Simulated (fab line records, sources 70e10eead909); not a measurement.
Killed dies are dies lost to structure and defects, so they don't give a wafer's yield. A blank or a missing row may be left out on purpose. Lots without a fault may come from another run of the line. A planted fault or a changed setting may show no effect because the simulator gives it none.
A struck lot beside a sound one | flow nand_harc | 40 steps out of a route of 1159
Sound: wafers L704.1, L704.4, L704.6. Struck: wafers L712.2, L712.6. (L712.5 of the same lot was not struck and is left out.) The cause comes at the end.
At each step with rows: each side's tool, then ch and its chambers, then its first start. Under that, the readings that differ: sound wafers | struck wafers | difference of the means | sigmas: that difference in standard deviations of wafers without a fault.
alike: readings whose means differ by less than 2 such deviations, and words and numbers that are the same on both sides. not compared: withheld readings, readings that some wafer has no value for, bounds like >300 that may hide the same value, and numbers for which the record gives no deviation and whose values overlap.
The two part at a step that has a row with sigmas, a row that says differs or no value, or rows on one side only. Numbers that don't overlap but have no deviation are shown without sigmas and don't part them. A reading that every wafer of one side lacks parts them only if that side has two wafers or more.

first, 1 step without rows for these wafers: NHARC_THIN_TSV_ETCH_44 (etches the open film in CF4/O2, target depth 1594.2 nm, time 797.1 s).
NHARC_THIN_TSV_ETCH_15: target depth 3000 nm, bosch target overetch cycles 2, bosch etch step 2.8 s.
  sound on rie_si-05 ch 0,1,2, day 19 16:41; struck on rie_si-06 ch 0,1, day 22 09:54
  alike: drypump_motor_current_A
  not compared: rf_hours_counter_h
NHARC_THIN_TSV_CD_MEAS_16:
  sound on cd_sem-02, day 19 16:50; struck on cd_sem-01, day 22 10:02
  alike: cd_nm
NHARC_THIN_TSV_STRIP_45: strips in O2.
  sound on plasma_asher-02 ch 0,1, day 19 16:55; struck on plasma_asher-02 ch 1, day 22 10:46
  alike: drypump_motor_current_A, heater_power_w
  not compared: rf_hours_counter_h
then, 1 step without rows for these wafers: NHARC_THIN_TSV_STRIP_46 (strips in post etch residue remover, time 1200 s).
NHARC_THIN_TSV_DEP_47: deposits SiO2, target thk 200 nm.
  sound on pecvd-01 ch 0,2, day 19 17:43; struck on pecvd-01 ch 0,2, day 22 11:37
  alike: chamber_pressure_Torr, throttle_valve_pct
then, 6 steps without rows for these wafers: NHARC_THIN_TSV_ETCHBACK_48 (etches the open film in C4F8/Ar, target depth 1028.5 nm, time 405.17 s); NHARC_THIN_TSV_STRIP_62 (strips in N2/H2, time 20 s); NHARC_THIN_TSV_DEGAS_49 (time 120 s); NHARC_THIN_TSV_PRE_CLEAN_50 (time 30 s); NHARC_THIN_TSV_PVD_19 (deposits TaN, target thk 20 nm); NHARC_THIN_TSV_PVD_51 (deposits Cu, target thk 100 nm).
NHARC_THIN_TSV_ECD_20: material Cu, target thk 2000 nm.
  sound on ecd_cu-02 ch 1, day 19 19:08; struck on ecd_cu-02 ch 0,1, day 22 13:03
NHARC_THIN_TSV_ANNEAL_52: time 90 s.
  sound on rtp_anneal-02 ch 0, day 19 19:51; struck on rtp_anneal-01 ch 0, day 22 13:43
  alike: wafer_temp_C_max
then, 14 steps without rows for these wafers: NHARC_THIN_TSV_CMP_21 (polishes, t overpolish 30 s, target thk 2000 nm); NHARC_THIN_TSV_SRD_23; NHARC_THIN_TSV_DEGAS_53 (time 60 s); NHARC_THIN_TSV_PRE_CLEAN_54 (time 30 s); NHARC_THIN_TSV_PVD_55 (deposits TiN, target thk 50 nm); NHARC_THIN_TSV_PVD_24 (deposits Al, target thk 800 nm); NHARC_THIN_TSV_DEHYDRATE_25 (time 120 s); NHARC_THIN_TSV_HMDS_26 (time 30 s); NHARC_THIN_TSV_COAT_27; NHARC_THIN_TSV_SOFTBAKE_28 (time 95 s); NHARC_THIN_TSV_EBR_29; NHARC_THIN_TSV_EXPOSE_30 (exposes mask PAD); NHARC_THIN_TSV_PEB_31 (peb time 85 s); NHARC_THIN_TSV_DEVELOP_32 (time 70 s).
NHARC_THIN_TSV_CD_MEAS_33: target cd 5000 nm.
  sound on cd_sem-03 ch 0, day 19 21:48; struck on cd_sem-02 ch 0, day 22 15:37
  alike: cd_nm
then, 3 steps without rows for these wafers: NHARC_THIN_TSV_HARDBAKE_34 (time 80 s); NHARC_THIN_TSV_DESCUM_35 (chemistry O2, time 3 s); NHARC_THIN_TSV_ETCH_59 (etches the open film in Cl2/BCl3, target depth 880 nm, time 138.1 s).
NHARC_THIN_TSV_ETCH_36: etches the open film in Cl2/BCl3, target depth 65 nm, time 18.571 s.
  sound on rie_metal-02 ch 0,1, day 19 22:21; struck on rie_metal-01 ch 1, day 22 16:23
  reading               | sound             | struck      | difference | sigmas
  oes_product_au (a.u.) | 1.013 0.999 1.004 | 0.993 0.979 | -0.019     | -2
  alike: drypump_motor_current_A
  not compared: rf_hours_counter_h
then, 2 steps without rows for these wafers: NHARC_THIN_TSV_STRIP_56 (strips in O2); NHARC_THIN_TSV_STRIP_57 (strips in post etch residue remover, time 1200 s).
NHARC_THIN_TSV_CD_MEAS_37:
  sound on cd_sem-01, day 20 00:19; struck on cd_sem-02, day 22 17:18
  reading    | sound                | struck        | difference | sigmas
  cd_nm (nm) | 5000.7 4999.1 5002.3 | 4993.6 4996.5 | -5.6       | -2
then, 1 step without rows for these wafers: NHARC_THIN_TSV_ANNEAL_58 (time 1800 s).
NHARC_THIN_TSV_INSPECT_40:
  sound on defect_inspect-01, day 20 04:31; struck on defect_inspect-01, day 22 21:30
  alike: raw_defect_count
NHARC_END_WLT_00:
  the record has rows for the sound wafers here (prober-01, day 20 04:33) and none for the struck ones
NHARC_END_SORT_01:
  the record has rows for the struck wafers here (prober-02 ch 0, day 23 01:22) and none for the sound ones

WHERE THEY PART
First at NHARC_THIN_TSV_ETCH_36; last, within this record, at NHARC_END_SORT_01.

WHY: what the simulator had put in
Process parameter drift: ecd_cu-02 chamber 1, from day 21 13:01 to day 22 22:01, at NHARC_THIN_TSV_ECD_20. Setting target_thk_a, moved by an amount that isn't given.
